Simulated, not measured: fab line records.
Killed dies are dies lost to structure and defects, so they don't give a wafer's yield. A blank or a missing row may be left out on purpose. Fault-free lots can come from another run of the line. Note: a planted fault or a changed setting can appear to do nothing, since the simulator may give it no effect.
Which of the tools did it? + flow n5Finfet + at 1 step of a route of 1938, 11 lots with 33 wafers sampled

## WHAT EACH GAUGE READ, for each wafer
N5_SDB_INSPECT_13: inspects for defects (brightfield).
| lot  | measured    | on               | rawDefectCount |
|------|-------------|------------------|----------------|
| L558 | day 3 22:22 | defectInspect-02 | 76 52 93       |
| L559 | day 4 06:04 | defectInspect-01 | 37 51 73       |
| L561 | day 4 22:56 | defectInspect-02 | 96 44 94       |
| L563 | day 5 08:08 | defectInspect-02 | 33 29 34       |
| L565 | day 5 17:04 | defectInspect-02 | 90 60 54       |
| L566 | day 5 23:45 | defectInspect-02 | 63 39 103      |
| L572 | day 7 12:43 | defectInspect-02 | 58 31 39       |
| L575 | day 8 11:32 | defectInspect-02 | 53 31 54       |
| L578 | day 9 04:40 | defectInspect-02 | 67 136 172     |
| L579 | day 9 09:55 | defectInspect-01 | 40 29 40       |
| L580 | day 9 12:56 | defectInspect-02 | 66 58 91       |

## EACH LOT AND THE TOOL THAT RAN IT (in order: tool; ch and the chambers of the sampled wafers; start)
The record shows no process step preceding these readings.

## AS READ BY THE TOOLS THEMSELVES (means over the sampled wafers that have a number; for cases with no such wafer, the mark the record gives instead)
The record holds no such reading with a usual standard deviation.

## THE ANSWER, worked out from the rows above alone
Rule: what is usual is taken from the lots themselves. The widest of any qualifying gaps counts: lots, ordered by their means at a reading, are off when they make up no more than a third of the lots, leave a main group of 4 or more, and stand apart from it by 3 or more times the standard deviation of that group's means. The tables above print the reading to a certain number of digits; a main group whose means all agree to those digits is not used. Also off: a lot with no number at a reading for which 4 or more lots have one. All remaining lots with rows at the step are treated as sound. Order of review: gauges by route order, followed by the tools' own readings, for which a lot's mean as printed above is used. The first step at which some lot is off is used, and at that step the reading that is off furthest; a lot without a number counts as furthest.
Across all readings shown, no lot is off: no conclusion can be drawn from this.

## WHAT WAS PUT IN BY THE SIMULATOR
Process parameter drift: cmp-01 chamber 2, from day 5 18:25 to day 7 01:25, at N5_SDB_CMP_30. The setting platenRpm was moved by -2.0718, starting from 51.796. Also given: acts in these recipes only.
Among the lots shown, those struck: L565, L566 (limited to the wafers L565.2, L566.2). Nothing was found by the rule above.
